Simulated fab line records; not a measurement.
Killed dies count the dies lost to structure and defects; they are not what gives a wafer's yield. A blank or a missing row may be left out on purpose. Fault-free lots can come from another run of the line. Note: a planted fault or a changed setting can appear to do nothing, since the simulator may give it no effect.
Which tool did it? ; flow n5_finfet ; Sampling: 10 lots, 29 wafers, 5 of 1938 route steps

== WHAT THE GAUGES SHOWED, per wafer ==
No reading from a measuring or inspecting step in the record can be judged against a usual standard deviation.

== WHICH TOOL RAN EACH LOT (tool, then ch and the chambers of the sampled wafers, then the start) ==
lot;N5_HKMG_FIN_ALD_36;N5_PASSIVATION_AL_DEP_21;N5_PASSIVATION_PECVD_35;N5_PASSIVATION_ETCH_54;N5_PASSIVATION_PROBE_49
L302;ald_metal-02 ch 0,1,3, day 4 10:04;pvd_sputter-02, day 13 18:08;pecvd-02 ch 0,1,2, day 13 20:32;rie_diel-02 ch 0,3, day 13 21:27;-
L305;ald_metal-02 ch 0,1,3, day 5 01:25;pvd_sputter-03, day 14 13:15;pecvd-04 ch 0,2, day 14 15:28;rie_diel-05 ch 0,1,2, day 14 16:14;-
L304;ald_metal-02 ch 0,1, day 5 02:28;pvd_sputter-03, day 14 02:23;pecvd-02 ch 0, day 14 04:54;rie_diel-05 ch 1, day 14 05:49;-
L306;ald_metal-03 ch 0,1,2, day 5 09:12;pvd_sputter-03, day 14 18:34;pecvd-04 ch 0,1,2, day 14 20:35;rie_diel-06 ch 1,3, day 14 21:44;-
L310;ald_metal-02 ch 1,2,3, day 6 07:58;pvd_sputter-02, day 15 08:16;pecvd-03 ch 0,1,2, day 15 10:22;rie_diel-02 ch 0,1,2, day 15 11:10;prober-01, day 15 14:01
L311;ald_metal-03 ch 2,3, day 6 12:32;pvd_sputter-02, day 15 11:23;pecvd-04 ch 0,2, day 15 13:35;rie_diel-02 ch 0,2,3, day 15 14:31;-
L316;ald_metal-04 ch 1,2, day 7 17:38;pvd_sputter-01, day 17 01:35;pecvd-03 ch 1,2, day 17 03:31;rie_diel-06 ch 1,2,3, day 17 04:36;prober-02, day 17 07:22
L318;ald_metal-04 ch 0,2, day 8 07:10;pvd_sputter-01, day 17 03:52;pecvd-03 ch 1,2, day 17 06:01;rie_diel-05 ch 0,2,3, day 17 07:15;-
L320;ald_metal-04 ch 0,1,3, day 8 22:40;pvd_sputter-01, day 18 15:10;pecvd-04 ch 0,2, day 18 17:13;rie_diel-05 ch 0,3, day 18 18:00;-
L324;ald_metal-04 ch 1,3, day 9 23:06;pvd_sputter-01, day 19 10:05;pecvd-02 ch 0,2, day 19 11:53;rie_diel-02 ch 2,3, day 19 12:58;-
- N5_HKMG_FIN_ALD_36: deposits TiN, target thk 1 nm, pulse time 1 s, purge time 3 s.
- N5_PASSIVATION_AL_DEP_21: deposits Al, target thk 2800 nm, time 170 s.
- N5_PASSIVATION_PECVD_35: deposits SiNx from SiH4/NH3/N2, target thk 700 nm, time 151.3 s.
- N5_PASSIVATION_ETCH_54: etches SiO2 in CHF3/O2, target depth 880 nm, time 440 s.
- N5_PASSIVATION_PROBE_49

== WHAT THE TOOLS THEMSELVES READ (means of the sampled wafers that have a number; where no wafer has one, the mark that the record gives instead) ==
N5_HKMG_FIN_ALD_36. Usual: chamber_pressure_Torr 3.001 Torr, standard deviation 0.0067; heater_power_outer_w 527 W, standard deviation 51; heater_power_w 856 W, standard deviation 91; precursor_pulse_height_rel 1.000, standard deviation 0.021.
lot;tool;chamber_pressure_Torr (Torr);heater_power_outer_w (W);heater_power_w (W);precursor_pulse_height_rel;flag
L302;ald_metal-02;2.997;526;859;0.998;
L305;ald_metal-02;3.004;519;846;0.987;
L304;ald_metal-02;2.995;538;900;0.997;
L306;ald_metal-03;3.002;556;931;0.991;
L310;ald_metal-02;2.994;492;780;0.980;
L311;ald_metal-03;3.002;590;950;1.005;
L316;ald_metal-04;3.002;492;866;1.011;
L318;ald_metal-04;3.006;536;878;0.993;
L320;ald_metal-04;3.001;533;828;0.992;
L324;ald_metal-04;3.002;482;789;1.008;

N5_PASSIVATION_AL_DEP_21. Usual: throttle_valve_pct 30.1 %, standard deviation 1.
lot;tool;throttle_valve_pct (%);flag
L302;pvd_sputter-02;30.6;
L305;pvd_sputter-03;29.7;
L304;pvd_sputter-03;29.3;
L306;pvd_sputter-03;30.5;
L310;pvd_sputter-02;30.5;
L311;pvd_sputter-02;30.4;
L316;pvd_sputter-01;31.0;
L318;pvd_sputter-01;29.4;
L320;pvd_sputter-01;30.1;
L324;pvd_sputter-01;30.7;

N5_PASSIVATION_PECVD_35. Usual: chamber_pressure_Torr 4.898 Torr, standard deviation 0.011; heater_power_outer_w 166 W, standard deviation 55; heater_power_w 350 W, standard deviation 69; showerhead_plenum_p_Torr 8.68 Torr, standard deviation 0.042; throttle_valve_pct 29.8 %, standard deviation 1.4.
lot;tool;chamber_pressure_Torr (Torr);heater_power_outer_w (W);heater_power_w (W);showerhead_plenum_p_Torr (Torr);throttle_valve_pct (%);flag
L302;pecvd-02;4.895;211;411;8.65;29.0;
L305;pecvd-04;4.899;165;389;8.63;29.2;
L304;pecvd-02;4.909;159;383;8.65;30.4;
L306;pecvd-04;4.894;164;354;8.70;30.0;
L310;pecvd-03;4.884;147;326;8.69;30.4;
L311;pecvd-04;4.900;169;397;8.64;29.3;
L316;pecvd-03;4.904;165;328;8.70;30.1;
L318;pecvd-03;4.912;156;322;8.68;30.1;
L320;pecvd-04;4.889;163;384;8.65;29.3;
L324;pecvd-02;4.899;189;362;8.67;28.8;

N5_PASSIVATION_ETCH_54. Usual: drypump_motor_current_A 5.7 A, standard deviation 0.43; oes_f_703_au 0.80 a.u., standard deviation 0.077; oes_product_au 0.80 a.u., standard deviation 0.085; rf_vpp_V 520 V, standard deviation 8.3; showerhead_plenum_p_Torr 2.40 Torr, standard deviation 0.042; throttle_valve_pct 18.78 %, standard deviation 0.17.
lot;tool;drypump_motor_current_A (A);oes_f_703_au (a.u.);oes_product_au (a.u.);rf_vpp_V (V);showerhead_plenum_p_Torr (Torr);throttle_valve_pct (%);flag
L302;rie_diel-02;5.6;0.88;0.88;519;2.47;18.71;
L305;rie_diel-05;5.7;0.77;0.77;523;2.38;18.88;
L304;rie_diel-05;5.4;0.71;0.70;519;2.37;19.06;
L306;rie_diel-06;5.8;0.75;0.72;513;2.39;18.83;
L310;rie_diel-02;5.3;0.85;0.85;515;2.41;18.71;
L311;rie_diel-02;5.8;0.82;0.82;516;2.46;18.74;
L316;rie_diel-06;5.9;0.80;0.81;522;2.39;18.76;
L318;rie_diel-05;5.7;0.77;0.77;521;2.39;18.81;
L320;rie_diel-05;5.9;0.89;0.90;521;2.39;18.76;
L324;rie_diel-02;6.0;0.76;0.76;515;2.43;18.81;

N5_PASSIVATION_PROBE_49. Usual: defect_limited_yield 91.6 %, standard deviation 1.4; killed_at_M0_to_M3 33, standard deviation 10; killed_at_M4_up 13, standard deviation 5.3; killed_at_contacts 13, standard deviation 5.9; killed_at_front_end 36, standard deviation 12; killed_at_other 4, standard deviation 3.1; killed_dies 99, standard deviation 16; killed_on_rim 13, standard deviation 4.2; killed_open 65, standard deviation 13; killed_short 32, standard deviation 7.3; sort_bin_5_function 4.9 %, standard deviation 0.9; sort_bin_6_memory 3.1 %, standard deviation 0.66; sort_bin_8_speed 0.0 %, standard deviation 0.42; sort_n_pass 1081, standard deviation 17; sort_yield_pct 91.6 %, standard deviation 1.4.
lot;tool;defect_limited_yield (%);killed_at_M0_to_M3;killed_at_M4_up;killed_at_contacts;killed_at_front_end;killed_at_other;killed_dies;killed_on_rim;killed_open;killed_short;sort_bin_5_function (%);sort_bin_6_memory (%);sort_bin_8_speed (%);sort_n_pass;sort_yield_pct (%);flag
L310;prober-01;92.5;22;11;10;44;1;89;18;49;31;4.5;2.3;0.0;1091;92.5;
L316;prober-02;92.9;30;9;11;29;5;84;11;51;31;4.0;2.8;0.0;1096;92.9;

== THE ANSWER, worked out from the rows above alone ==
Rule: a lot counts as off when the mean over its wafers that have a number is more than 3 standard deviations away from the usual mean. A lot without any number at a reading at which 4 lots or more have one is off too. Where the step has rows for the other lots, those lots are counted as sound. After the gauges, taken in route order, come the tools' own readings; for these a lot's mean is taken, as printed above. The first step at which some lot is off is used, and at that step the reading that is off furthest; a lot without a number counts as furthest.
No lot is off at any reading shown: from this, nothing can be told.

== WHAT HAD BEEN PUT IN BY THE SIMULATOR ==
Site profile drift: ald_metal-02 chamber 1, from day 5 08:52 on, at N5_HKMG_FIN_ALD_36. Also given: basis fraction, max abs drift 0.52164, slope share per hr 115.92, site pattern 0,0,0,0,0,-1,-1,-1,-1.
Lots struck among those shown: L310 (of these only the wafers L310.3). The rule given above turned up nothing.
